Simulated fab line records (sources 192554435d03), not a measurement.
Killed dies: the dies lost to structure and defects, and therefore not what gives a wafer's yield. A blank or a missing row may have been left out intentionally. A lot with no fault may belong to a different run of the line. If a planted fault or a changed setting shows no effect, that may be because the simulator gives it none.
fab line records	flow n5_finfet
record lots=5	wafers=14	last_day=19
route steps=1938 shown BEOL_M13@1664 PASSIVATION@1936
lots that met no fault: from a run of the same line without faults
start_h: hours from the record's first day to the start of the lot's first wafer shown	wait_h: time in hours since the lot's previous step	" unchanged from the row above	L1.1+2: a row that stands for several wafers	- value missing, or start not given	* or withheld: withheld	< > ~ a bound
route shown NAME@n: a module of which the file shows steps, and the number in the route of the first	usual: the fault-free wafers' mean and standard deviation	same: alike in all rows	chamber/n: place in a boat	sites: per-site readings	_std_site: the standard deviation of these	_edge_site: inner sites' mean taken away from outer sites' mean	radius_mm: how far each site lies from the wafer's centre	mask NAME#n: copy n	behind: tool/chamber where the wafer was last shaped	hold: reason for holding the lot/hours on hold/outcome of the hold	device: the transistor (n, p or np) that didn't switch	end of line: the route-end tests of the same wafers	step lacking rows: just its recipe	killed: dies that structure and defects cost at the first sort, which is not the same as the wafer's yield	map: dies across one wafer; x = killed, . = not, _ = none there
set.NAME: the setting the step ran with; set.NAME@STEP: the setting that earlier step ran with	model.NAME: the simulator's own value behind a step, which no gauge read
lots at selected steps of the route; one table per step, one row per wafer
services: from which hour (start_h, from the record's first day; less than 0 if before it) a tool's chamber was out of use, for how many hours, and why
## steps
# step N5_BEOL_M13_SOFTBAKE_05
# recipe temp_c=130	time_s=60
# step N5_BEOL_M13_EXPOSE_07
# recipe mask_id=V12	na=0.93	source_shape=conventional	sigma_outer=0.6	polarization=unpolarized	attpsm_phase_deg=180	dose_mj=24.8
# step N5_BEOL_M13_PEB_08
# recipe peb_temp_c=130	peb_time_s=90
# step N5_BEOL_M13_DEVELOP_09
# recipe develop_time_s=45	rinse_liquid=diw	dry=air_spin	dev_temp_c=21
# step N5_BEOL_M13_HARDBAKE_14
# recipe temp_c=130	time_s=120
# step N5_BEOL_M13_CD_MEAS_10
# recipe target_cd_nm=190	landing_energy_ev=500	detector=se_inlens	polarity=opening
# usual cd_nm=190.7/1.2
lot.wafer	tool	chamber	start_h	wait_h	cd_nm
L812.3	cd_sem-01	0	318.43	-	190.9
L812.4	"	0	"	"	190.5
L812.5	"	0	"	"	191.8
L815.2	cd_sem-02	0	344.18	-	190.9
L815.4	"	0	"	"	189.3
L818.1	cd_sem-03	0	361.35	-	190.8
L818.2	"	0	"	"	191.7
L818.4	"	0	"	"	191.2
L820.2	cd_sem-02	0	377.40	-	191.6
L820.4	"	0	"	"	190.2
L820.6	"	0	"	"	190.6
L827.2	cd_sem-03	0	420.37	-	190.4
L827.4	"	0	"	"	189.7
L827.5	"	0	"	"	191.6
# step N5_BEOL_M13_OVL_MEAS_11
# recipe points_per_wafer=44
# usual V12_OVL=-1/6.9
lot.wafer	tool	chamber	start_h	wait_h	V12_OVL[nm]
L812.3	overlay-02	0	318.46	0.0	8
L812.4	"	0	"	"	5
L812.5	"	0	"	"	7
L815.2	overlay-01	0	344.21	0.0	6
L815.4	"	0	"	"	4
L818.1	overlay-01	0	361.38	0.0	-7
L818.2	"	0	"	"	-2
L818.4	"	0	"	"	4
L820.2	overlay-01	0	377.43	0.0	0
L820.4	"	0	"	"	-5
L820.6	"	0	"	"	-4
L827.2	overlay-02	0	420.40	0.0	1
L827.4	"	0	"	"	-1
L827.5	"	0	"	"	9
# step N5_BEOL_M13_INSPECT_12
# recipe mode=adi	inspect_instrument=macro
# usual raw_defect_count=2.2/1.5
lot.wafer	tool	chamber	start_h	wait_h	raw_defect_count
L812.3	defect_inspect-02	-	318.48	0.0	4
L812.4	"	-	"	"	1
L812.5	"	-	"	"	5
L815.2	defect_inspect-02	-	344.23	0.0	3
L815.4	"	-	"	"	2
L818.1	defect_inspect-02	-	361.41	0.0	7
L818.2	"	-	"	"	1
L818.4	"	-	"	"	3
L820.2	defect_inspect-01	-	377.45	0.0	3
L820.4	"	-	"	"	2
L820.6	"	-	"	"	3
L827.2	defect_inspect-01	-	420.43	0.0	0
L827.4	"	-	"	"	3
L827.5	"	-	"	"	1
# step N5_BEOL_M13_DESCUM_15
# recipe chemistry=O2	time_s=7.9	source_power_w=50	bias_power_w=20	pressure_mtorr=20	rf_frequency_hz=2.712e+07	temp_c=40	o2_flow_sccm=225
# usual drypump_motor_current_A=5.9/0.42	oes_product_au=0.76/0.085	rf_vpp_V=243.1/1.4	showerhead_plenum_p_Torr=2.08/0.07	throttle_valve_pct=20.4/0.32
# same time_s=7.9
lot.wafer	tool	chamber	start_h	wait_h	drypump_motor_current_A	oes_product_au	rf_hours_counter_h	rf_vpp_V	showerhead_plenum_p_Torr	throttle_valve_pct
L812.3	rie_diel-01	1	318.51	0.0	6.3	0.69	232	243.3	1.97	20.6
L812.4	"	3	"	"	6.2	0.72	210	244.2	2.17	20.3
L812.5	"	1	"	"	6.3	0.69	-	240.4	1.97	20.6
L815.2	rie_diel-04	3	344.26	0.0	5.9	0.71	222	242.1	2.05	20.6
L815.4	"	0	"	"	5.9	1.01	1	244.1	2.14	19.8
L818.1	rie_diel-01	3	361.44	0.0	6.2	0.71	224	245.4	2.16	20.3
L818.2	"	1	"	"	6.2	0.68	245	242.9	1.96	20.7
L818.4	"	0	"	"	6.1	0.85	54	243.0	2.04	20.0
L820.2	rie_diel-04	3	377.64	0.2	5.9	0.70	231	242.4	2.05	20.6
L820.4	"	1	"	"	6.2	0.74	179	241.3	1.99	20.8
L820.6	"	3	"	"	6.0	0.70	-	241.8	2.05	20.6
L827.2	rie_diel-04	1	420.46	0.0	6.2	0.73	193	241.6	1.98	20.8
L827.4	"	1	"	"	6.1	0.72	-	241.0	1.98	20.8
L827.5	"	0	"	"	5.9	0.91	-	242.4	2.13	19.8
# step N5_BEOL_M13_ETCH_59
# recipe chemistry=N2/H2	target=BARC	target_depth_a=890	overetch_a=267	time_s=67.9	ion_energy_ev=200	pressure_mtorr=30	source_w=840	bias_w=150	n2_flow_sccm=200	h2_flow_sccm=200
# usual drypump_motor_current_A=5.9/0.42	oes_product_au=0.65/0.066	rf_vpp_V=523.5/2.5	showerhead_plenum_p_Torr=2.54/0.078	throttle_valve_pct=18.0/0.36
# same time_s=67.9
lot.wafer	tool	chamber	start_h	wait_h	drypump_motor_current_A	oes_product_au	rf_hours_counter_h	rf_vpp_V	showerhead_plenum_p_Torr	throttle_valve_pct
L812.3	rie_diel-01	1	318.55	0.0	6.2	0.58	232	520.5	2.42	18.3
L812.4	"	3	"	"	6.2	0.62	210	525.8	2.64	17.9
L812.5	"	1	"	"	6.2	0.58	-	520.0	2.42	18.3
L815.2	rie_diel-04	3	344.30	0.0	6.0	0.60	222	523.1	2.52	18.2
L815.4	"	0	"	"	5.9	0.85	1	525.7	2.61	17.3
L818.1	rie_diel-01	3	361.48	0.0	6.2	0.61	224	526.0	2.63	17.9
L818.2	"	1	"	"	6.3	0.58	245	520.1	2.42	18.3
L818.4	"	0	"	"	6.1	0.71	54	521.8	2.49	17.5
L820.2	rie_diel-04	3	377.68	0.0	5.9	0.60	231	523.5	2.52	18.2
L820.4	"	1	"	"	6.1	0.63	179	521.3	2.44	18.5
L820.6	"	3	"	"	6.0	0.60	-	523.1	2.52	18.2
L827.2	rie_diel-04	1	420.49	0.0	6.1	0.62	193	519.2	2.44	18.6
L827.4	"	1	"	"	6.1	0.63	-	519.5	2.44	18.6
L827.5	"	0	"	"	5.9	0.77	-	525.5	2.60	17.3
# step N5_BEOL_M13_VIA_ETCH_16
# recipe chemistry=C4F8/O2/Ar	target=SiOC	pressure_mtorr=30	source_w=3000	bias_w=700	Ar_flow_sccm=400	C4F8_flow_sccm=15	O2_flow_sccm=8	he_inner_torr=15	he_outer_torr=30	target_depth_a=9217	time_s=withheld	ion_energy_ev=250	ends=cleared
# usual drypump_motor_current_A=5.9/0.42	mfc_ar_sccm=399.9/1.3	oes_product_au=0.69/0.076	rf_vpp_V=665.1/2.9	showerhead_plenum_p_Torr=3.41/0.11	throttle_valve_pct=24.2/0.31
lot.wafer	tool	chamber	start_h	wait_h	drypump_motor_current_A	mfc_ar_sccm	oes_product_au	rf_vpp_V	showerhead_plenum_p_Torr	throttle_valve_pct
L812.3	rie_diel-01	1	318.60	0.0	6.3	400.2	0.61	661.1	3.25	24.4
L812.4	"	3	"	"	6.2	398.8	0.64	668.3	3.53	24.0
L812.5	"	1	"	"	6.3	401.2	0.62	659.9	3.25	24.5
L815.2	rie_diel-04	3	344.35	0.0	5.9	400.6	0.64	663.5	3.39	24.5
L815.4	"	0	"	"	5.9	402.1	0.89	669.1	3.52	23.8
L818.1	rie_diel-01	3	361.53	0.0	6.2	400.2	0.64	667.7	3.52	24.0
L818.2	"	1	"	"	6.3	399.4	0.61	661.0	3.24	24.5
L818.4	"	0	"	"	6.1	400.3	0.75	663.7	3.34	23.8
L820.2	rie_diel-04	3	377.73	0.0	5.9	398.4	0.63	663.6	3.38	24.5
L820.4	"	1	"	"	6.1	401.2	0.66	660.4	3.26	24.6
L820.6	"	3	"	"	5.9	398.7	0.63	666.2	3.38	24.5
L827.2	rie_diel-04	1	420.55	0.0	6.1	397.4	0.65	661.6	3.25	24.6
L827.4	"	1	"	"	6.2	397.9	0.66	661.1	3.25	24.6
L827.5	"	0	"	"	5.9	398.0	0.83	667.2	3.51	23.8
# step N5_BEOL_M13_STRIP_63
# recipe chemistry=N2/H2	power_w=1000	temp_c=250	h2_frac=0.65	overash_fraction=0.3	pressure_mtorr=1000	n2_flow_sccm=1750	h2_flow_sccm=3250
# usual drypump_motor_current_A=5.5/0.42	heater_power_w=334/19	oes_product_au=0.674/0.0046	strip_time_to_endpoint_s=28.2/1.1
lot.wafer	tool	chamber	start_h	wait_h	drypump_motor_current_A	heater_power_w	oes_product_au	rf_hours_counter_h	strip_time_to_endpoint_s
L812.3	plasma_asher-01	0	318.86	-	5.4	311	0.672	-	28.3
L812.4	"	1	"	"	6.2	350	0.679	-	27.8
L812.5	"	0	"	"	5.5	308	0.673	-	28.6
L815.2	plasma_asher-02	1	344.59	-	5.1	359	0.671	97	28.1
L815.4	"	1	"	"	5.1	348	0.680	-	27.2
L818.1	plasma_asher-02	1	361.76	-	5.1	350	0.676	99	28.6
L818.2	"	0	"	"	5.2	325	0.680	99	29.4
L818.4	"	1	"	"	5.1	358	0.683	-	28.6
L820.2	plasma_asher-02	0	377.96	-	5.2	325	0.673	102	27.6
L820.4	"	1	"	"	5.1	349	0.677	-	26.5
L820.6	"	1	"	"	5.1	365	0.670	-	27.7
L827.2	plasma_asher-02	1	420.78	-	5.1	348	0.672	110	29.5
L827.4	"	1	"	"	5.1	357	0.682	-	28.1
L827.5	"	1	"	"	5.1	363	0.671	-	26.9
# step N5_BEOL_M13_STRIP_64
# recipe chemistry=N2/H2	power_w=1000	temp_c=250	h2_frac=0.65	overash_fraction=0.3	pressure_mtorr=withheld	n2_flow_sccm=1750	h2_flow_sccm=3250
# usual drypump_motor_current_A=5.5/0.42	heater_power_w=334/19	oes_product_au=0.715/0.0045	strip_time_to_endpoint_s=31.33/0.073
lot.wafer	tool	chamber	start_h	wait_h	drypump_motor_current_A	heater_power_w	oes_product_au	rf_hours_counter_h	strip_time_to_endpoint_s
L812.3	plasma_asher-01	0	318.92	0.0	5.5	312	0.716	-	31.26
L812.4	"	1	"	"	6.2	353	0.720	-	31.25
L812.5	"	0	"	"	5.5	307	0.712	-	31.32
L815.2	plasma_asher-02	1	344.65	0.0	5.1	356	0.719	97	31.26
L815.4	"	1	"	"	5.1	359	0.721	-	31.30
L818.1	plasma_asher-02	1	361.82	0.0	5.1	361	0.718	99	31.44
L818.2	"	0	"	"	5.2	319	0.715	99	31.34
L818.4	"	1	"	"	5.1	345	0.705	-	31.29
L820.2	plasma_asher-02	0	378.02	0.0	5.2	328	0.716	102	31.31
L820.4	"	1	"	"	5.1	347	0.711	-	31.24
L820.6	"	1	"	"	5.1	351	0.717	-	31.35
L827.2	plasma_asher-02	1	420.84	0.0	5.1	354	0.712	110	31.35
L827.4	"	1	"	"	5.1	364	0.720	-	31.40
L827.5	"	1	"	"	5.1	359	0.718	-	31.39
# step N5_BEOL_M13_STRIP_71
# recipe chemistry=post_etch_residue_remover	time_s=60	temp_c=25	remover_ph=withheld	remover_water_wt_pct=withheld	remover_fluoride_wt_pct=withheld
# step N5_BEOL_M13_SRD_72
# recipe time_s=30	temp_c=23	rinse_liquid=diw	dry=n2_spin	spin_rpm=1500	dry_time_s=30
# step N5_BEOL_M13_CD_MEAS_17
# recipe target_cd_nm=190	polarity=opening
# usual cd_nm=191.3/1.4
lot.wafer	tool	chamber	start_h	wait_h	cd_nm
L812.3	cd_sem-01	-	319.05	0.0	191.3
L812.4	"	-	"	"	191.7
L812.5	"	-	"	"	193.0
L815.2	cd_sem-03	-	344.80	0.0	192.1
L815.4	"	-	"	"	190.2
L818.1	cd_sem-03	-	361.97	0.0	192.6
L818.2	"	-	"	"	192.7
L818.4	"	-	"	"	193.3
L820.2	cd_sem-03	-	378.17	0.0	191.1
L820.4	"	-	"	"	189.2
L820.6	"	-	"	"	190.6
L827.2	cd_sem-02	-	420.99	0.0	191.2
L827.4	"	-	"	"	189.9
L827.5	"	-	"	"	191.0
# step N5_BEOL_M13_COAT_65
# recipe resist=SOC	temp_c=250	time_s=60	spin_rpm=1500	resist_thk_nm=350
# step N5_BEOL_M13_COAT_66
# recipe resist=SiARC	temp_c=220	time_s=60	spin_rpm=1500	resist_thk_nm=110
# step N5_BEOL_M13_COAT_22
# recipe spin_rpm=2888	resist_thk_nm=300
# step N5_BEOL_M13_EBR_24
# recipe solvent=PGMEA	ebr_width_mm=1.5
# step N5_BEOL_M13_SOFTBAKE_23
# recipe temp_c=130	time_s=60
# step N5_BEOL_M13_EXPOSE_25
# recipe mask_id=M13	na=0.93	source_shape=conventional	sigma_outer=0.4	polarization=unpolarized	target_cd_nm=210	dose_mj=22
# step N5_BEOL_M13_PEB_26
# recipe peb_temp_c=130	peb_time_s=90
# step N5_BEOL_M13_DEVELOP_27
# recipe develop_time_s=45	rinse_liquid=diw	dry=air_spin	dev_temp_c=21
# step N5_BEOL_M13_HARDBAKE_32
# recipe temp_c=130	time_s=120
# step N5_BEOL_M13_CD_MEAS_28
# recipe target_cd_nm=209.5	landing_energy_ev=500	detector=se_inlens
# usual cd_nm=209.0/1.2
lot.wafer	tool	chamber	start_h	wait_h	cd_nm
L812.3	cd_sem-03	0	319.50	-	208.1
L812.4	"	0	"	"	210.8
L812.5	"	0	"	"	208.1
L815.2	cd_sem-03	0	345.25	-	209.4
L815.4	"	0	"	"	207.8
L818.1	cd_sem-03	0	362.30	-	207.0
L818.2	"	0	"	"	210.0
L818.4	"	0	"	"	207.6
L820.2	cd_sem-03	0	378.50	-	206.4
L820.4	"	0	"	"	208.9
L820.6	"	0	"	"	208.6
L827.2	cd_sem-03	0	421.44	-	210.3
L827.4	"	0	"	"	209.1
L827.5	"	0	"	"	207.0
# step N5_BEOL_M13_OVL_MEAS_29
# recipe points_per_wafer=44
# usual M13_OVL=1/5.1
lot.wafer	tool	chamber	start_h	wait_h	M13_OVL[nm]
L812.3	overlay-02	0	319.53	0.0	-5
L812.4	"	0	"	"	-2
L812.5	"	0	"	"	-4
L815.2	overlay-01	0	345.28	0.0	-6
L815.4	"	0	"	"	0
L818.1	overlay-01	0	362.33	0.0	6
L818.2	"	0	"	"	4
L818.4	"	0	"	"	5
L820.2	overlay-02	0	378.53	0.0	3
L820.4	"	0	"	"	9
L820.6	"	0	"	"	5
L827.2	overlay-02	0	421.47	0.0	0
L827.4	"	0	"	"	0
L827.5	"	0	"	"	-1
# step N5_BEOL_M13_INSPECT_30
# recipe mode=adi	inspect_instrument=macro
# usual raw_defect_count=2.1/1.4
lot.wafer	tool	chamber	start_h	wait_h	raw_defect_count
L812.3	defect_inspect-02	-	319.55	0.0	>300
L812.4	"	-	"	"	0
L812.5	"	-	"	"	>300
L815.2	defect_inspect-02	-	345.30	0.0	4
L815.4	"	-	"	"	1
L818.1	defect_inspect-01	-	362.35	0.0	1
L818.2	"	-	"	"	3
L818.4	"	-	"	"	2
L820.2	defect_inspect-01	-	378.55	0.0	1
L820.4	"	-	"	"	2
L820.6	"	-	"	"	4
L827.2	defect_inspect-01	-	421.50	0.0	1
L827.4	"	-	"	"	1
L827.5	"	-	"	"	0
# step N5_BEOL_M13_DESCUM_33
# recipe chemistry=O2	time_s=7.9	source_power_w=50	bias_power_w=20	pressure_mtorr=20	rf_frequency_hz=2.712e+07	temp_c=40	o2_flow_sccm=225
# usual drypump_motor_current_A=5.7/0.6	oes_product_au=0.74/0.067	rf_vpp_V=243.1/1.4	showerhead_plenum_p_Torr=2.09/0.068	throttle_valve_pct=20.60/0.27
# same time_s=7.9
lot.wafer	tool	chamber	start_h	wait_h	drypump_motor_current_A	oes_product_au	rf_hours_counter_h	rf_vpp_V	showerhead_plenum_p_Torr	throttle_valve_pct
L812.3	rie_diel-01	1	319.82	0.3	6.3	0.68	232	241.1	1.97	20.61
L812.4	"	0	"	"	6.1	0.86	41	242.5	2.05	20.01
L812.5	"	1	"	"	6.2	0.68	-	240.4	1.97	20.62
L815.2	rie_diel-03	1	345.34	0.0	6.1	0.68	240	242.5	2.16	20.77
L815.4	"	3	"	"	6.4	0.78	-	241.0	2.03	20.49
L818.1	rie_diel-03	1	362.39	0.0	6.1	0.70	244	244.4	2.16	20.77
L818.2	"	3	"	"	6.4	0.79	121	242.6	2.03	20.49
L818.4	"	2	"	"	4.7	0.73	203	242.8	2.17	20.95
L820.2	rie_diel-01	2	379.19	0.6	5.7	0.71	228	243.1	2.13	20.58
L820.4	"	3	"	"	6.2	0.70	-	245.3	2.16	20.36
L820.6	"	1	"	"	6.3	0.67	-	240.9	1.96	20.64
L827.2	rie_diel-03	3	421.53	0.0	6.4	0.77	142	241.4	2.02	20.52
L827.4	"	1	"	"	6.1	0.97	7	244.0	2.16	20.38
L827.5	"	0	"	"	5.0	0.68	-	243.7	2.07	20.94
# step N5_PASSIVATION_PROBE_49
# usual defect_limited_yield=91.6/1.4	killed_at_M0_to_M3=33/10	killed_at_M4_up=13/5.3	killed_at_contacts=13/5.9	killed_at_front_end=36/12	killed_at_other=4/3.1	killed_dies=99/16	killed_on_rim=13/4.2	killed_open=65/13	killed_short=32/7.3	sort_bin_5_function=4.9/0.9	sort_bin_6_memory=3.1/0.66	sort_n_pass=1081/17	sort_yield_pct=91.6/1.4
# same gross_dies=1180	killed_at_back_side=0	sort_bin_4_leakage[%]=0	sort_bin_8_speed[%]=0
lot.wafer	tool	chamber	start_h	wait_h	defect_limited_yield[%]	killed_at_M0_to_M3	killed_at_M4_up	killed_at_contacts	killed_at_front_end	killed_at_other	killed_dies	killed_on_rim	killed_open	killed_short	sort_bin_5_function[%]	sort_bin_6_memory[%]	sort_n_pass	sort_yield_pct[%]
L812.3	prober-01	-	349.45	0.1	82.3	55	111	10	28	5	209	26	61	46	10.8	5.0	971	82.3
L812.5	prober-01	-	349.55	0.2	85.8	26	110	5	26	1	168	25	54	21	9.7	2.9	1012	85.8
# killed by level:class
L812.3 BEOL_M13:unspecified=96 BEOL_M0_SAQP:geometric_particle:short=15 BEOL_M0_SAQP:geometric_particle:open=15 MOL_CONTACT_COAG:geometric_particle:open=9 BEOL_M1:geometric_particle:open=6 BEOL_M4:geometric_particle:open=6 BEOL_M2:geometric_particle:open=6 STARTING-WAFER:geometric_particle:open=5
L812.5 BEOL_M13:unspecified=91 BEOL_M1:geometric_particle:open=11 BEOL_M4:geometric_particle:open=6 MOL_CONTACT_COAG:geometric_particle:open=5 BEOL_M2:geometric_particle:open=5 BEOL_M8:geometric_particle:open=5 STI_FIN_REVEAL:geometric_particle:open=4 DUMMY_GATE:geometric_particle:open=4
# map L812.3 (x killed, . not)
_________________........x...________________
______________.x......x....x.x.._____________
___________................x......x__________
__________.........................._________
________x.......x..x..x.x....x........_______
_______..................x..x.........x______
______.................................._____
_____......x......................x..x...____
____...x.....xx.x...x......x.x............___
___.......x..............x..x.x.....x......__
___....x..........x.................xx.....__
__x.....x.........................x..x......_
__......................x.x................._
_x...................x......x................
_...x......xx.x..................x...........
_....x..............x..................x.....
_.........x..........xx...x.................x
_................x..................x..x.....
_....x....x..x....x.........x.........x.x..x.
_...x......x....x............................
_...x.....x.......................x..........
__.....x...x.......x........xx.......x....x._
__......x.....x.................x........x.._
___.x.x...............x.x.......x..x.......__
___....x...........x....x..............x..x__
____x...............x.x.x..x.x............___
_____x........xx.xx...xxxx.xx.x....xx....____
______....x.x....xxxxxx.xx.x.......xx..._____
_______.......x.xxxxxxxxxxxx...........______
________....x..xxxxxxxxxxxxxxxx......._______
__________....x.xxxxxxxxxxx.x......._________
___________..x..xxxxxxxxxxxxx..x...__________
______________x...xxxxxxxxxxxx.._____________
_________________x.xxxxxxxx..________________
# map L827.2 (x killed, . not)
_________________.....x......________________
______________...............x.._____________
___________...........x............__________
__________....xx...x.............x.._________
________.............................._______
_______.....x......x...x..........x..x.______
______.....................x...xx...xx.._____
_____..............x....x..x.x..x........____
____..............x.........xx....x.......___
___..............x...xx....................__
___........x.........x.........x..........x__
__.x........x................x.............._
__.x.....................x..x.x....x........_
_.....................x...x.....xx...x.......
_.....x..x...............x......x............
_.....................................x....x.
_..............x.......x.....x...............
_............................................
_x..x....x..x................................
_............................................
_.x...x.........x....x..............x........
__....x.xx..x....x...................x......_
__........................x................._
___.......x...................x............__
___...........x..x..................x......__
____......x.................x......x...x..___
_____.............................xx.....____
______...x...........x........xx........_____
_______......x.....x....x...x..........______
________....x..............x......xx.._______
__________x...x.................x..._________
___________........................__________
______________..............x..._____________
_________________..x.........________________
## services
tool	chamber	start_h	hours	kind
rie_diel-04	0	309.05	-	clean
rie_diel-04	0	309.05	-	consumable_replace:focus_ring
rie_diel-04	0	309.05	30.9	scheduled_down
rie_diel-04	0	309.05	30.9	vent_cycle
plasma_asher-02	-	345.38	6.1	repair
rie_diel-04	1	360.52	12.7	repair
rie_diel-01	0	369.92	15.6	repair
rie_diel-03	1	379.36	-	clean
rie_diel-03	1	379.36	-	consumable_replace:focus_ring
rie_diel-03	1	379.36	18.0	scheduled_down
rie_diel-03	1	379.36	18.0	vent_cycle
rie_diel-01	1	385.57	-	clean
rie_diel-01	1	385.57	-	consumable_replace:focus_ring
rie_diel-01	1	385.57	-	consumable_replace:showerhead
rie_diel-01	1	385.57	23.5	scheduled_down
rie_diel-01	1	385.57	23.5	vent_cycle
rie_diel-01	3	388.99	2.6	repair
rie_diel-01	2	401.92	6.6	repair
rie_diel-01	3	404.40	2.4	repair
rie_diel-01	1	411.12	6.8	repair
rie_diel-04	2	415.57	6.4	repair
## key
first_sign step=N5_BEOL_M13_INSPECT_30	reading=raw_defect_count	direction=up	sigmas=99+	usual=2.1	struck=>300
effect step=N5_PASSIVATION_PROBE_49	reading=killed_at_M4_up	direction=up	sigmas=19	usual=13	struck=110
more_kills_born_at N5_BEOL_M13_STRIP_64@plasma_asher-01=187
met_at N5_BEOL_M13_STRIP_64
struck_wafers L812.3,L812.5
fault kind=chamber_particle_source	tool=plasma_asher-01	chamber=0	onset_h=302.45	steps=N5_BEOL_M13_STRIP_64	rate_per_visit_cm2=0.6589
